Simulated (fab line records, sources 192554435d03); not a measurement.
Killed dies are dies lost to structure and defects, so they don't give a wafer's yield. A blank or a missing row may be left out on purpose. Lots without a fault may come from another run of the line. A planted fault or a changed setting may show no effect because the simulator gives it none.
Problem report in the 8D (eight disciplines) form, filled by code | flow n5_finfet | the parts of the form that need people (team, actions taken, sign-off) are left out

1. THE PROBLEM
spin_speed_rpm at N5_MOL_CONTACT_COAG_COAT_76 reads a mean of 1163.2 rpm on 9 wafers of 3 lots; wafers without a fault read 1500.1 rpm with a standard deviation of 0.98. That is -99 or more standard deviations from the usual mean.
The step: time 60 s, resist thk 10 nm.
First seen on wafer L166.2, day 6 20:31, on litho_track-01. The record holds 27 wafers of 9 lots with a number at this step. Rule for "out", or "out of limits": more than 4 standard deviations from the usual mean. The other wafers with a number count as sound.

2. WHAT IT IS AND WHAT IT IS NOT
question                    | is                     | is not
which readings at this step | spin_speed_rpm         | -
which lots                  | L166, L167, L168       | L162, L163, L174, L179, L180, L181
which wafers of those lots  | all that have a number | -
read on which tools         | litho_track-01         | litho_track-04
when                        | from day 6 20:31       | up to then (6 sound wafers); but 12 sound wafers of L174, L179, L180, L181 came after

3. SUSPECTS, AND WHAT RULES EACH OUT
Counting: a tool at a process step up to the reading stays a suspect if it ran every lot that is out and no sound lot after the first of them.
- rie_diel-04 at N5_MOL_CONTACT_COAG_STRIP_98 (strips in N2/H2): ruled out as a lasting fault. Sound lots L181 ran on it after its first lot that is out, L166 (day 6 11:19).
- litho_track-01 at N5_MOL_CONTACT_COAG_COAT_76 (time 60 s, resist thk 10 nm): ruled out as a lasting fault. Sound lots L179 ran on it after its first lot that is out, L166 (day 6 20:31).
Left after counting: nothing in the record.

4. THE CAUSE (what the simulator had put in)
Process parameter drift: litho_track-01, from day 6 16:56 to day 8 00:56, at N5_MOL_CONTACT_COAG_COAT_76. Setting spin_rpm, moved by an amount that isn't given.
Counting ruled it out, wrongly.

5. THE CHAIN OF EFFECTS, in route order
Each row: a reading whose mean over the struck wafers that have a number lies more than 3 standard deviations from the usual. Only readings for which the record gives a usual standard deviation are gone through. hours: the time from each lot's start at the first step in this table that gives one to its start at this step, as a median over the lots. sigmas: the change in usual standard deviations.
hours | step                        | reading           | usual      | on struck wafers | change | sigmas
0     | N5_MOL_CONTACT_COAG_COAT_76 | spin_speed_rpm    | 1500.1 rpm | 1163.2           | -336.9 | -99 or more
1     | N5_MOL_CONTACT_COAG_ETCH_90 | etch_rf_on_time_s | 21.6 s     | 24.7             | +3.1   | +10
The process steps in it:
- N5_MOL_CONTACT_COAG_COAT_76: time 60 s, resist thk 10 nm.
- N5_MOL_CONTACT_COAG_ETCH_90: etches SiARC in CF4, target depth 13 nm, time 21.7 s.
Later measuring or inspecting steps at which every struck wafer that the step has a row for has a number for every such reading, and none has moved that far: N5_BEOL_M4_RC_MEAS_101.

6. WHAT WOULD HAVE CAUGHT IT SOONER
In this record the first reading out of limits was taken at day 6 20:31, 4 hours after the fault began at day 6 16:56.
